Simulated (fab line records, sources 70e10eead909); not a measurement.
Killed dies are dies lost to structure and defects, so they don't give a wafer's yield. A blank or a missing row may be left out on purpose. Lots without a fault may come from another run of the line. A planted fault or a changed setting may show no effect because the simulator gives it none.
A struck lot beside a sound one | flow nand_harc | 15 steps out of a route of 1302
Sound: wafers L283.3, L283.4, L283.5. Struck: wafers L299.2, L299.4, L299.6. The cause comes at the end.
At each step with rows: each side's tool, then ch and its chambers, then its first start. Under that, the readings that differ: sound wafers | struck wafers | difference of the means | sigmas: that difference in standard deviations of wafers without a fault.
alike: readings whose means differ by less than 2 such deviations, and words and numbers that are the same on both sides. not compared: withheld readings, readings that some wafer has no value for, bounds like >300 that may hide the same value, and numbers for which the record gives no deviation and whose values overlap.
The two part at a step that has a row with sigmas, a row that says differs or no value, or rows on one side only. Numbers that don't overlap but have no deviation are shown without sigmas and don't part them. A reading that every wafer of one side lacks parts them only if that side has two wafers or more.

NHARC_A_CHANNEL_HOLE_D2_ETCH_44: etches the open film in CF4/O2, target depth 140 nm, overetch 14 nm, time 77 s.
  sound on rie_diel-02 ch 0,1,2, day 14 15:16; struck on rie_diel-11 ch 2,3, day 21 02:16
  alike: cf4_flow_sccm, drypump_motor_current_A, o2_flow_sccm, oes_product_au, rf_vpp_V, showerhead_plenum_p_Torr, throttle_valve_pct
  not compared: rf_hours_counter_h
NHARC_A_CHANNEL_HOLE_D2_STRIP_28: strips in O2.
  sound on rie_diel-02 ch 1,2,3; struck on rie_diel-11 ch 1,2,3
  alike: drypump_motor_current_A, o2_flow_sccm, oes_product_au, rf_vpp_V, showerhead_plenum_p_Torr, throttle_valve_pct
  not compared: rf_hours_counter_h
then, 2 steps without rows for these wafers: NHARC_A_CHANNEL_HOLE_D2_PRECLEAN_29 (cleans in SC1); NHARC_A_CHANNEL_HOLE_D2_SRD_30.
NHARC_A_CHANNEL_HOLE_D2_CD_MEAS_31:
  sound on cd_sem-03, day 14 16:04; struck on cd_sem-01, day 21 03:11
  alike: cd_nm
then, 1 step without rows for these wafers: NHARC_A_CHANNEL_HOLE_D2_XSEM_32.
NHARC_A_CHANNEL_HOLE_D2_INSPECT_40:
  sound on defect_inspect-01, day 14 16:15; struck on defect_inspect-02, day 21 03:22
  alike: raw_defect_count
then, 2 steps without rows for these wafers: NHARC_A_CHANNEL_FILL_D2_PRECLEAN_00 (cleans in SC1); NHARC_A_CHANNEL_FILL_D2_SRD_01.
NHARC_A_CHANNEL_FILL_D2_ALD_02: deposits SiO2, target thk 6 nm, pulse time 10 s, ald cycles 60.
  sound on ald_hk-03 ch 0,1, day 14 16:26; struck on ald_hk-02 ch 0,2,3, day 21 03:49
  alike: ald_cycles, heater_power_w, precursor_pulse_height_rel
NHARC_A_CHANNEL_FILL_D2_ALD_03: deposits SiNx, target thk 6 nm, pulse time 60 s, ald cycles 58.
  sound on ald_sin_batch-02 ch 0; struck on ald_sin_batch-01 ch 0
  alike: ald_cycles, precursor_pulse_height_rel
NHARC_A_CHANNEL_FILL_D2_ALD_14: deposits SiO2, target thk 2.5 nm, pulse time 10 s, ald cycles 25.
  sound on ald_hk-03 ch 1,3, day 14 23:28; struck on ald_hk-02 ch 0,3, day 21 10:48
  alike: ald_cycles, heater_power_w, precursor_pulse_height_rel
NHARC_A_CHANNEL_FILL_D2_ALD_15: deposits SiNx, target thk 2 nm, pulse time 60 s, ald cycles 19.
  sound on ald_sin_batch-03 ch 0, day 15 02:35; struck on ald_sin_batch-02 ch 0, day 21 13:53
  reading    | sound    | struck   | difference | sigmas
  ald_cycles | 19 19 19 | 25 25 25 | +6         |
  alike: precursor_pulse_height_rel
then, 1 step without rows for these wafers: NHARC_A_CHANNEL_FILL_D2_ALD_16 (deposits SiO2, target thk 1.5 nm, pulse time 10 s, ald cycles 15).
-- the record jumps here: 10 days lie between the struck wafers' starts before and after (it left off in module A_CHANNEL_FILL_D2 and takes up again in module END, whose first step shown is number 1302 of the route) --
NHARC_END_SORT_01:
  the record has rows for the struck wafers here (prober-02 ch 0, day 31 21:20) and none for the sound ones

WHERE THEY PART
Only at NHARC_END_SORT_01, within this record.

WHY: what the simulator had put in
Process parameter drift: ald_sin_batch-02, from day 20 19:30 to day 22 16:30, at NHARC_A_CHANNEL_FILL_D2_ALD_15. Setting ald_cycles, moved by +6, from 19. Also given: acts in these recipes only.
